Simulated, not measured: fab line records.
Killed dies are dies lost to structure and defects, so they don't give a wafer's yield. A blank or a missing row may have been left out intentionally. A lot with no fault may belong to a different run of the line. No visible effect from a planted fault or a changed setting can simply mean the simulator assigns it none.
fab line records + flow nandHarc
record:
- lots: 12
- wafers: 36
- lastDay: 33
route steps=1302 shown P_STI@89 P_GATE@119 END@1302
lots that met no fault: taken from a fault-free run of the same line
startH: the number of hours between the record's first day and the start of the first shown wafer of the lot + waitH: hours since the lot's step before + " same as the row above + L1.1+2: several wafers, shown together as one row + - value missing, or start not given + * or withheld: withheld + < > ~ a bound
route shown NAME@n: names a module that has steps shown in the file, with the first one's number in the route + usual: mean/standard deviation taken from wafers without a fault + same: alike in all rows + chamber/n: place in a boat + sites: each site's reading + _std_site: standard deviation across them + _edge_site: outer sites' mean less inner sites' + radiusMm: for every site, how far away it sits from the centre of the wafer + mask NAME#n: copy n + behind: the most recent tool/chamber to have shaped the wafer + hold: what put the lot on hold/how long, in hours/how the hold closed + device: names the non-switching transistor (n, p or np) + end of line: the route-end tests of the same wafers + a step without rows: its recipe alone + killed: dies that structure and defects cost at the first sort, which is not the same as the wafer's yield + map: a wafer's dies, marking killed ones x, the rest . and places with no die _
set.NAME: the setting that was run; set.NAME@STEP: the one run at that earlier step + model.NAME: the simulator's own value behind a step, which no gauge read
route steps across a sampled set of lots; one table per step, one row per wafer
services: the hour from which a tool's chamber was out of use, counted from the record's first day as startH (under 0 if before that day), plus the number of hours and why
== steps ==
step: NHARC_P_STI_ETCH_31
recipe:
- targetDepthA: 1089
- timeS: 54.5
- cf4FlowSccm: 100
- chf3FlowSccm: 30
- arFlowSccm: 0
- rfW: 500
- biasW: 200
- chemistry: CF4/CHF3
usual:
- biasW: 200.0/0.64
- drypumpMotorCurrentA: 5.7/0.46
- oesProductAu: 0.961/0.02
- rfVppV: 370.2/2.6
- showerheadPlenumPTorr: 1.57/0.075
- throttleValvePct: 16.802/0.0083
| lot.wafer | tool       | chamber | startH | waitH | biasW | drypumpMotorCurrentA | oesProductAu | rfHoursCounterH | rfVppV | showerheadPlenumPTorr | throttleValvePct |
|-----------|------------|---------|--------|-------|-------|----------------------|--------------|-----------------|--------|-----------------------|------------------|
| L281.3    | rieDiel-02 | 3       | -      | -     | 200.7 | 6.4                  | 0.978        | 1               | 373.8  | 1.68                  | 16.798           |
| L281.4    | "          | 0       | "      | "     | 199.7 | 6.1                  | 0.930        | 2               | 372.4  | 1.62                  | 16.816           |
| L281.1    | "          | 2       | "      | "     | 199.0 | 6.0                  | 0.955        | 2               | 368.0  | 1.51                  | 16.802           |
| L285.1    | rieDiel-06 | 3       | -      | -     | 200.3 | 5.3                  | 0.991        | 15              | 370.2  | 1.58                  | 16.801           |
| L285.3    | "          | 0       | "      | "     | 200.3 | 6.3                  | 0.969        | 15              | 367.0  | 1.47                  | 16.795           |
| L285.4    | "          | 1       | "      | "     | 200.4 | 5.5                  | 0.969        | 14              | 366.2  | 1.47                  | 16.802           |
| L287.1    | rieDiel-02 | 2       | -      | -     | 199.2 | 6.0                  | 0.925        | 5               | 368.7  | 1.51                  | 16.794           |
| L287.4    | "          | 0       | "      | "     | 199.9 | 6.1                  | 0.910        | 5               | 372.5  | 1.61                  | 16.792           |
| L287.6    | "          | 2       | "      | "     | 199.8 | 6.0                  | 0.924        | -               | 367.9  | 1.51                  | 16.804           |
| L290.3    | rieDiel-02 | 2       | -      | -     | 200.9 | 6.0                  | 0.957        | 6               | 370.0  | 1.51                  | 16.805           |
| L290.2    | "          | 3       | "      | "     | 199.6 | 6.5                  | 0.982        | 5               | 374.9  | 1.67                  | 16.806           |
| L290.6    | "          | 3       | "      | "     | 199.6 | 6.4                  | 0.980        | -               | 374.7  | 1.67                  | 16.811           |
| L291.2    | rieDiel-12 | 1       | -      | -     | 200.0 | 5.5                  | 0.977        | 4               | 369.9  | 1.55                  | 16.798           |
| L291.1    | "          | 3       | "      | "     | 199.3 | 5.3                  | 0.960        | 6               | 366.9  | 1.48                  | 16.794           |
| L291.4    | "          | 0       | "      | "     | 199.8 | 5.8                  | 0.977        | 6               | 371.9  | 1.65                  | 16.792           |
| L292.3    | rieDiel-12 | 1       | -      | -     | 200.3 | 5.5                  | 0.953        | 5               | 368.5  | 1.55                  | 16.803           |
| L292.4    | "          | 2       | "      | "     | 199.7 | 4.8                  | 0.973        | 5               | 370.6  | 1.61                  | 16.804           |
| L292.6    | "          | 2       | "      | "     | 198.9 | 4.8                  | 0.966        | -               | 371.0  | 1.61                  | 16.801           |
| L294.4    | rieDiel-12 | 2       | -      | -     | 200.1 | 4.8                  | 0.954        | 7               | 370.9  | 1.61                  | 16.799           |
| L294.3    | "          | 1       | "      | "     | 199.4 | 5.5                  | 0.966        | 6               | 369.1  | 1.55                  | 16.808           |
| L294.6    | "          | 2       | "      | "     | 199.5 | 4.8                  | 0.956        | -               | 372.1  | 1.61                  | 16.792           |
| L295.1    | rieDiel-12 | 3       | -      | -     | 200.1 | 5.3                  | 0.930        | 8               | 366.6  | 1.47                  | 16.800           |
| L295.4    | "          | 2       | "      | "     | 199.6 | 4.8                  | 0.922        | 7               | 371.1  | 1.61                  | 16.810           |
| L295.5    | "          | 0       | "      | "     | 200.5 | 5.8                  | 0.923        | -               | 372.1  | 1.65                  | 16.796           |
| L296.4    | rieDiel-12 | 0       | -      | -     | 200.8 | 5.8                  | 0.949        | 9               | 372.7  | 1.65                  | 16.797           |
| L296.5    | "          | 3       | "      | "     | 199.6 | 5.2                  | 0.953        | -               | 367.4  | 1.47                  | 16.801           |
| L296.6    | "          | 0       | "      | "     | 200.4 | 5.8                  | 0.958        | -               | 372.0  | 1.65                  | 16.811           |
| L298.4    | rieDiel-02 | 1       | -      | -     | 199.8 | 5.8                  | 0.984        | 1               | 370.5  | 1.55                  | 16.791           |
| L298.1    | "          | 2       | "      | "     | 199.9 | 6.0                  | 0.982        | 1               | 368.5  | 1.51                  | 16.807           |
| L298.6    | "          | 3       | "      | "     | 202.1 | 6.4                  | 0.965        | -               | 373.4  | 1.67                  | 16.808           |
| L299.4    | rieDiel-06 | 2       | -      | -     | 200.2 | 5.8                  | 0.974        | 11              | 372.6  | 1.67                  | 16.810           |
| L299.6    | "          | 1       | "      | "     | 200.5 | 5.5                  | 0.977        | -               | 367.3  | 1.47                  | 16.812           |
| L299.5    | "          | 2       | "      | "     | 200.2 | 5.8                  | 0.972        | -               | 374.3  | 1.66                  | 16.800           |
| L300.2    | rieDiel-02 | 0       | -      | -     | 200.9 | 6.1                  | 0.955        | 2               | 371.6  | 1.61                  | 16.804           |
| L300.4    | "          | 1       | "      | "     | 199.4 | 5.8                  | 0.982        | 2               | 370.1  | 1.55                  | 16.808           |
| L300.6    | "          | 0       | "      | "     | 199.8 | 6.1                  | 0.950        | -               | 372.3  | 1.61                  | 16.800           |
step: NHARC_P_GATE_EXPOSE_08
recipe:
- na: 0.6
- doseMj: 16.75
- maskId: P_HV
| lot.wafer  | tool          | chamber | startH | waitH | mask     |
|------------|---------------|---------|--------|-------|----------|
| L281.1+3+4 | krfScanner-01 | 0       | 116.79 | -     | P_HVPW#0 |
| L285.1+3+4 | krfScanner-03 | 0       | 161.45 | -     | P_HV#0   |
| L287.1+4+6 | krfScanner-02 | 0       | 182.19 | -     | P_HV#0   |
| L290.2+3+6 | krfScanner-02 | 0       | 212.56 | -     | P_HV#0   |
| L291.1+2+4 | krfScanner-03 | 0       | 228.67 | -     | P_HV#0   |
| L292.3+4+6 | krfScanner-01 | 0       | 228.84 | -     | P_HV#0   |
| L294.3+4+6 | krfScanner-02 | 0       | 246.83 | -     | P_HV#0   |
| L295.1+4+5 | krfScanner-02 | 0       | 260.33 | -     | P_HV#0   |
| L296.4+5+6 | krfScanner-01 | 0       | 273.16 | -     | P_HV#0   |
| L298.1+4+6 | krfScanner-02 | 0       | 288.20 | -     | P_HV#0   |
| L299.4+5+6 | krfScanner-02 | 0       | 307.22 | -     | P_HV#0   |
| L300.2+4+6 | krfScanner-02 | 0       | 312.22 | -     | P_HV#0   |
step: NHARC_P_GATE_CD_MEAS_11
recipe:
- targetCdNm: 1640
- landingEnergyEv: 500
usual:
- cdNm: 1638.4/1.6
| lot.wafer | tool     | chamber | startH | waitH | cdNm   |
|-----------|----------|---------|--------|-------|--------|
| L281.1    | cdSem-02 | 0       | 116.95 | -     | -      |
| L281.3    | "        | 0       | "      | "     | -      |
| L281.4    | "        | 0       | "      | "     | -      |
| L285.1    | cdSem-01 | 0       | 161.61 | -     | 1639.6 |
| L285.3    | "        | 0       | "      | "     | 1637.9 |
| L285.4    | "        | 0       | "      | "     | 1640.1 |
| L287.1    | cdSem-02 | 0       | 182.35 | -     | 1636.6 |
| L287.4    | "        | 0       | "      | "     | 1636.9 |
| L287.6    | "        | 0       | "      | "     | 1638.8 |
| L290.2    | cdSem-02 | 0       | 212.72 | -     | 1641.5 |
| L290.3    | "        | 0       | "      | "     | 1641.7 |
| L290.6    | "        | 0       | "      | "     | 1639.9 |
| L291.1    | cdSem-03 | 0       | 228.83 | -     | 1638.6 |
| L291.2    | "        | 0       | "      | "     | 1640.5 |
| L291.4    | "        | 0       | "      | "     | 1639.3 |
| L292.3    | cdSem-03 | 0       | 228.99 | -     | 1638.5 |
| L292.4    | "        | 0       | "      | "     | 1638.4 |
| L292.6    | "        | 0       | "      | "     | 1640.9 |
| L294.3    | cdSem-02 | 0       | 246.98 | -     | 1638.7 |
| L294.4    | "        | 0       | "      | "     | 1638.5 |
| L294.6    | "        | 0       | "      | "     | 1638.3 |
| L295.1    | cdSem-03 | 0       | 260.49 | -     | 1637.1 |
| L295.4    | "        | 0       | "      | "     | 1635.6 |
| L295.5    | "        | 0       | "      | "     | 1636.2 |
| L296.4    | cdSem-03 | 0       | 273.30 | -     | 1640.2 |
| L296.5    | "        | 0       | "      | "     | 1637.6 |
| L296.6    | "        | 0       | "      | "     | 1639.8 |
| L298.1    | cdSem-01 | 0       | 288.36 | -     | 1639.1 |
| L298.4    | "        | 0       | "      | "     | 1640.7 |
| L298.6    | "        | 0       | "      | "     | 1637.8 |
| L299.4    | cdSem-03 | 0       | 307.37 | -     | 1641.0 |
| L299.5    | "        | 0       | "      | "     | 1637.9 |
| L299.6    | "        | 0       | "      | "     | 1642.3 |
| L300.2    | cdSem-03 | 0       | 312.37 | -     | 1637.6 |
| L300.4    | "        | 0       | "      | "     | 1637.1 |
| L300.6    | "        | 0       | "      | "     | 1637.5 |
step: NHARC_P_GATE_CD_MEAS_26
recipe:
- targetCdNm: 120
- landingEnergyEv: 500
usual:
- cdNm: 120.0/0.63
| lot.wafer | tool     | chamber | startH | waitH | cdNm  |
|-----------|----------|---------|--------|-------|-------|
| L281.1    | cdSem-01 | 0       | 133.60 | -     | 120.6 |
| L281.3    | "        | 0       | "      | "     | 121.2 |
| L281.4    | "        | 0       | "      | "     | 119.6 |
| L285.1    | cdSem-03 | 0       | 175.59 | -     | 120.5 |
| L285.3    | "        | 0       | "      | "     | 119.1 |
| L285.4    | "        | 0       | "      | "     | 119.5 |
| L287.1    | cdSem-03 | 0       | 202.49 | -     | 119.3 |
| L287.4    | "        | 0       | "      | "     | 119.5 |
| L287.6    | "        | 0       | "      | "     | 119.5 |
| L290.2    | cdSem-02 | 0       | 226.38 | -     | 119.4 |
| L290.3    | "        | 0       | "      | "     | 119.2 |
| L290.6    | "        | 0       | "      | "     | 120.6 |
| L292.3    | cdSem-01 | 0       | 246.13 | -     | 120.1 |
| L292.4    | "        | 0       | "      | "     | 120.7 |
| L292.6    | "        | 0       | "      | "     | 120.6 |
| L291.1    | cdSem-03 | 0       | 246.78 | -     | 120.2 |
| L291.2    | "        | 0       | "      | "     | 120.8 |
| L291.4    | "        | 0       | "      | "     | 120.0 |
| L294.3    | cdSem-03 | 0       | 262.89 | -     | 118.9 |
| L294.4    | "        | 0       | "      | "     | 120.4 |
| L294.6    | "        | 0       | "      | "     | 119.1 |
| L295.1    | cdSem-01 | 0       | 277.12 | -     | 120.2 |
| L295.4    | "        | 0       | "      | "     | 119.9 |
| L295.5    | "        | 0       | "      | "     | 119.7 |
| L296.4    | cdSem-02 | 0       | 290.19 | -     | 119.8 |
| L296.5    | "        | 0       | "      | "     | 119.9 |
| L296.6    | "        | 0       | "      | "     | 118.9 |
| L298.1    | cdSem-02 | 0       | 302.97 | -     | 119.8 |
| L298.4    | "        | 0       | "      | "     | 119.8 |
| L298.6    | "        | 0       | "      | "     | 120.3 |
| L299.4    | cdSem-02 | 0       | 324.07 | -     | 120.8 |
| L299.5    | "        | 0       | "      | "     | 121.0 |
| L299.6    | "        | 0       | "      | "     | 120.2 |
| L300.2    | cdSem-02 | 0       | 324.21 | -     | 119.5 |
| L300.4    | "        | 0       | "      | "     | 120.2 |
| L300.6    | "        | 0       | "      | "     | 119.5 |
step: NHARC_P_GATE_HM_OPEN_105
recipe:
- targetDepthA: 3600
- o2FlowSccm: 400
- cosFlowSccm: 20
- arFlowSccm: 0
- rfW: 500
- biasW: 300
- chemistry: O2/COS
usual:
- biasW: 299.9/1
- drypumpMotorCurrentA: 5.7/0.45
- oesProductAu: 1.004/0.011
- rfVppV: 468.0/2.4
- showerheadPlenumPTorr: 3.17/0.11
- throttleValvePct: 28.331/0.0091
| lot.wafer | tool       | chamber | startH | waitH | biasW | drypumpMotorCurrentA | oesProductAu | rfHoursCounterH | rfVppV | showerheadPlenumPTorr | throttleValvePct |
|-----------|------------|---------|--------|-------|-------|----------------------|--------------|-----------------|--------|-----------------------|------------------|
| L281.3    | rieDiel-09 | 3       | -      | -     | 299.1 | 6.0                  | 0.997        | 8.7             | 469.7  | 3.27                  | 28.339           |
| L281.1    | "          | 0       | "      | "     | 301.3 | 5.7                  | 1.025        | 7.8             | 472.1  | 3.30                  | 28.334           |
| L281.4    | "          | 1       | "      | "     | 300.6 | 6.7                  | 1.003        | 7.8             | 465.9  | 3.05                  | 28.333           |
| L285.4    | rieDiel-10 | 3       | -      | -     | 300.4 | 5.1                  | 1.002        | 7.2             | 468.1  | 3.17                  | 28.332           |
| L285.1    | "          | 1       | "      | "     | 299.5 | 6.0                  | 1.013        | 8.2             | 466.4  | 3.11                  | 28.332           |
| L285.3    | "          | 2       | "      | "     | 300.2 | 5.0                  | 1.015        | 7.5             | 472.2  | 3.30                  | 28.319           |
| L287.1    | rieDiel-10 | 2       | -      | -     | 299.2 | 4.9                  | 1.014        | 9.0             | 469.9  | 3.30                  | 28.334           |
| L287.4    | "          | 3       | "      | "     | 301.4 | 5.1                  | 1.012        | 9.6             | 466.9  | 3.17                  | 28.336           |
| L287.6    | "          | 1       | "      | "     | 297.2 | 5.9                  | 1.013        | -               | 467.6  | 3.11                  | 28.350           |
| L290.2    | rieDiel-04 | 2       | -      | -     | 300.2 | 5.8                  | 1.003        | 2.3             | 466.5  | 3.01                  | 28.334           |
| L290.3    | "          | 3       | "      | "     | 300.5 | 5.5                  | 1.007        | 2.6             | 467.9  | 3.14                  | 28.343           |
| L290.6    | "          | 2       | "      | "     | 299.7 | 5.9                  | 0.998        | -               | 465.0  | 3.01                  | 28.340           |
| L292.4    | rieDiel-04 | 3       | -      | -     | 299.7 | 5.4                  | 1.007        | 3.8             | 466.7  | 3.14                  | 28.339           |
| L292.3    | "          | 2       | "      | "     | 298.6 | 5.8                  | 0.999        | 3.4             | 464.2  | 3.01                  | 28.320           |
| L292.6    | "          | 3       | "      | "     | 299.5 | 5.5                  | 1.004        | -               | 466.8  | 3.13                  | 28.340           |
| L291.2    | rieDiel-09 | 2       | -      | -     | 299.2 | 5.8                  | 1.004        | 5.1             | 465.2  | 3.08                  | 28.333           |
| L291.1    | "          | 3       | "      | "     | 300.8 | 6.0                  | 1.009        | 5.9             | 469.1  | 3.27                  | 28.330           |
| L291.4    | "          | 3       | "      | "     | 300.0 | 6.0                  | 1.007        | -               | 470.3  | 3.27                  | 28.329           |
| L294.3    | rieDiel-09 | 1       | -      | -     | 299.5 | 6.7                  | 0.988        | 5.9             | 466.1  | 3.05                  | 28.329           |
| L294.4    | "          | 2       | "      | "     | 299.7 | 5.8                  | 0.997        | 6.7             | 466.1  | 3.08                  | 28.343           |
| L294.6    | "          | 2       | "      | "     | 298.0 | 5.8                  | 0.995        | -               | 466.0  | 3.08                  | 28.327           |
| L295.4    | rieDiel-10 | 1       | -      | -     | 298.3 | 6.0                  | 1.017        | 1.3             | 466.5  | 3.10                  | 28.328           |
| L295.1    | "          | 3       | "      | "     | 299.1 | 5.1                  | 1.021        | 2.1             | 468.9  | 3.17                  | 28.330           |
| L295.5    | "          | 1       | "      | "     | 298.7 | 5.9                  | 1.020        | -               | 465.9  | 3.10                  | 28.334           |
| L296.4    | rieDiel-09 | 2       | -      | -     | 299.2 | 5.8                  | 1.005        | 7.7             | 466.0  | 3.07                  | 28.342           |
| L296.6    | "          | 1       | "      | "     | 300.1 | 6.7                  | 0.984        | -               | 465.0  | 3.05                  | 28.320           |
| L296.5    | "          | 2       | "      | "     | 298.8 | 5.7                  | 0.998        | -               | 465.6  | 3.07                  | 28.332           |
| L298.1    | rieDiel-09 | 0       | -      | -     | 299.7 | 5.7                  | 1.017        | 9.6             | 470.0  | 3.30                  | 28.331           |
| L298.4    | "          | 1       | "      | "     | 300.2 | 6.7                  | 0.980        | 7.1             | 465.4  | 3.05                  | 28.318           |
| L298.6    | "          | 3       | "      | "     | 299.9 | 6.0                  | 1.008        | -               | 470.6  | 3.27                  | 28.332           |
| L299.4    | rieDiel-04 | 3       | -      | -     | 301.3 | 5.4                  | 1.006        | 8.6             | 467.1  | 3.13                  | 28.321           |
| L299.6    | "          | 0       | "      | "     | 300.4 | 5.4                  | 0.989        | -               | 466.4  | 3.12                  | 28.338           |
| L299.5    | "          | 1       | "      | "     | 301.4 | 6.0                  | 0.998        | -               | 471.0  | 3.34                  | 28.332           |
| L300.2    | rieDiel-10 | 2       | -      | -     | 299.8 | 4.9                  | 1.013        | 4.0             | 471.6  | 3.30                  | 28.326           |
| L300.4    | "          | 0       | "      | "     | 300.5 | 5.8                  | 0.998        | 4.1             | 464.9  | 3.06                  | 28.329           |
| L300.6    | "          | 3       | "      | "     | 299.9 | 5.1                  | 1.012        | -               | 469.4  | 3.17                  | 28.332           |
step: NHARC_END_SORT_01
recipe:
- tempC: 25
usual:
- killedAtArray: 56/18
- killedAtOther: 1.4/1.5
- killedAtPeriphery: 4/3.1
- killedDies: 61/19
- killedOpen: 3.5/1.8
- killedShort: 2.4/1.4
same:
- grossDies: 677
| lot.wafer | tool      | chamber | startH | waitH | killedAtArray | killedAtOther | killedAtPeriphery | killedDies | killedOpen | killedShort |
|-----------|-----------|---------|--------|-------|---------------|---------------|-------------------|------------|------------|-------------|
| L281.1    | prober-02 | 0       | 600.96 | 2.5   | 71            | 1             | 605               | 677        | 3          | 2           |
| L281.3    | prober-02 | 0       | 602.53 | 3.1   | 58            | 2             | 617               | 677        | 2          | 2           |
| L281.4    | prober-02 | 0       | 603.31 | 3.4   | 67            | 7             | 603               | 677        | 6          | 1           |
killed by level:class
L281.1 P_GATE:areaExpose=599 A_CHANNEL_HOLE_D1:chamberFilmFlake=33 A_CHANNEL_HOLE_D2:chamberFilmFlake=28 P_ZERO_WELL:chamberFilmFlake=3 A_CHANNEL_FILL_D2:chamberFilmFlake=3 A_WL_FILL:geometricParticle:short=2 P_GATE:geometricParticle:open=1 P_CONTACT:geometricParticle:open=1
L281.3 P_GATE:areaExpose=614 A_CHANNEL_HOLE_D1:chamberFilmFlake=32 A_CHANNEL_HOLE_D2:chamberFilmFlake=16 A_STAIRCASE:chamberFilmFlake=3 A_CHANNEL_FILL_D2:chamberFilmFlake=3 THIN_TSV:chamberFilmFlake=2 P_STI:geometricParticle:short=1 P_M1:geometricParticle:open=1
L281.4 P_GATE:areaExpose=599 A_CHANNEL_HOLE_D2:chamberFilmFlake=29 A_CHANNEL_HOLE_D1:chamberFilmFlake=19 THIN_TSV:chamberFilmFlake=7 A_STAIRCASE:chamberFilmFlake=5 A_DECK1_JOINT:chamberFilmFlake=4 A_CHANNEL_FILL_D2:chamberFilmFlake=3 P_CONTACT:geometricParticle:open=2
== services ==
| tool          | chamber | startH | hours | kind   |
|---------------|---------|--------|-------|--------|
| krfScanner-02 | -       | 63.47  | 0.2   | repair |
| rieDiel-10    | 2       | 64.48  | 5.1   | repair |
| krfScanner-02 | -       | 64.73  | 0.5   | repair |
| rieDiel-10    | -       | 65.50  | 9.0   | pm     |
| krfScanner-01 | -       | 71.31  | 9.1   | repair |
| rieDiel-02    | 1       | 87.62  | 8.3   | repair |
| rieDiel-12    | -       | 91.40  | 9.0   | pm     |
| krfScanner-02 | -       | 94.00  | 4.0   | pm     |
| rieDiel-04    | 0       | 110.28 | 1.3   | repair |
| rieDiel-12    | 2       | 110.85 | 8.3   | repair |
| krfScanner-01 | -       | 111.27 | 0.3   | repair |
| rieDiel-12    | 1       | 127.38 | 14.8  | repair |
| rieDiel-09    | -       | 143.10 | 9.0   | pm     |
| krfScanner-02 | -       | 187.31 | 1.5   | repair |
| rieDiel-02    | 0       | 191.61 | 3.5   | repair |
| rieDiel-02    | -       | 216.70 | 9.0   | pm     |
| rieDiel-12    | 0       | 233.15 | 14.6  | repair |
| rieDiel-10    | -       | 242.50 | 9.0   | pm     |
| rieDiel-09    | 1       | 246.60 | 14.7  | repair |
| krfScanner-02 | -       | 266.00 | 4.0   | pm     |
| rieDiel-12    | -       | 268.40 | 9.0   | pm     |
| rieDiel-12    | 1       | 280.85 | 24.9  | repair |
| krfScanner-02 | -       | 293.70 | 0.3   | repair |
| rieDiel-09    | -       | 320.10 | 9.0   | pm     |
== key ==
firstSign:
- step: NHARC_P_GATE_EXPOSE_08
- reading: mask
- direction: changed
effect:
- step: NHARC_P_GATE_CD_MEAS_11
- reading: cdNm
- direction: missing
effect:
- step: NHARC_END_SORT_01
- reading: killedAtPeriphery
- direction: up
- sigmas: 99+
- usual: 4
- struck: 608
moreKillsBornAt:
- NHARC_P_GATE_EXPOSE_08@krfScanner-01: 1812
metAt NHARC_P_GATE_EXPOSE_08
struckLots L281
laterRowsLeftOut L281.1,L281.3,L281.4
testerLeftOut L281
notActingAt NHARC_P_STI_ETCH_31,NHARC_P_GATE_CD_MEAS_26,NHARC_P_GATE_HM_OPEN_105
fault:
- kind: wrongMask
- tool: any
- chamber: -
- onsetH: 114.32
- steps: NHARC_P_GATE_EXPOSE_08
- auxCopy: P_HVPW#0
- scope: struckLotsOnly
testerLeftOut: of these lots the tester's yield and bins aren't shown, on N5 and GAA mostly nor the transistor test; their killed dies are dies lost to structure and defects alone, not to doping, threshold or leakage, so they don't give the yield
laterRowsLeftOut: the simulator's readings of these wafers behind a module that went badly wrong aren't trusted and aren't shown, but for the sort
